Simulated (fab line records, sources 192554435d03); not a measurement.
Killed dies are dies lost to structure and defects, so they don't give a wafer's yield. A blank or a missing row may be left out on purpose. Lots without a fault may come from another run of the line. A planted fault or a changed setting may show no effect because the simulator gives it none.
One fault seen from 2 desks | flow n5_finfet | each desk has only its own numbers; what lay behind them comes last

THE TOOL OWNER'S DESK: litho_track-05
The tool's own readings at N5_BEOL_M14_PEB_08 (peb time 90 s): means of the sampled wafers that have a number, for each lot that ran on this tool. A lot is out of limits, marked OUT, if its mean lies more than 4 standard deviations from the usual mean; the brackets give that distance.
Columns: A = heater_power_total_W at N5_BEOL_M14_PEB_08, usual 172.5 W
lot  | first seen here | A
L737 | day 13 04:30    | 172.9
L735 | day 13 12:08    | 172.4
L739 | day 13 17:05    | 173.5
L741 | day 14 03:50    | 174.3
L746 | day 15 03:09    | 174.3
This desk's finding: nothing out of limits on any of the 5 lots.

THE METROLOGY DESK
What the gauges read, lot by lot, whatever tool the lot ran on: means of the sampled wafers that have a number. A lot is out of limits, marked OUT, if its mean lies more than 4 standard deviations from the usual mean; the brackets give that distance.
Columns: A = cd_nm at N5_BEOL_M13_CD_MEAS_17, usual 190.4 nm
lot  | first seen here | A
L729 | day 11 03:07    | 188.9
L733 | day 11 19:01    | 190.4
L738 | day 12 15:14    | 190.5
L736 | day 12 16:34    | 190.3
L737 | day 12 22:23    | 190.0
L735 | day 13 07:05    | 192.5
L739 | day 13 13:11    | 191.9
L741 | day 13 22:46    | 190.3
L746 | day 14 22:17    | 189.3
L749 | day 15 17:19    | 191.9
L752 | day 16 08:04    | 190.0
This desk's finding: nothing out of limits on any of the 11 lots.

PUT TOGETHER
The tool owner's desk saw nothing out of limits.
The metrology desk saw nothing out of limits.

WHAT THE SIMULATOR HAD PUT IN
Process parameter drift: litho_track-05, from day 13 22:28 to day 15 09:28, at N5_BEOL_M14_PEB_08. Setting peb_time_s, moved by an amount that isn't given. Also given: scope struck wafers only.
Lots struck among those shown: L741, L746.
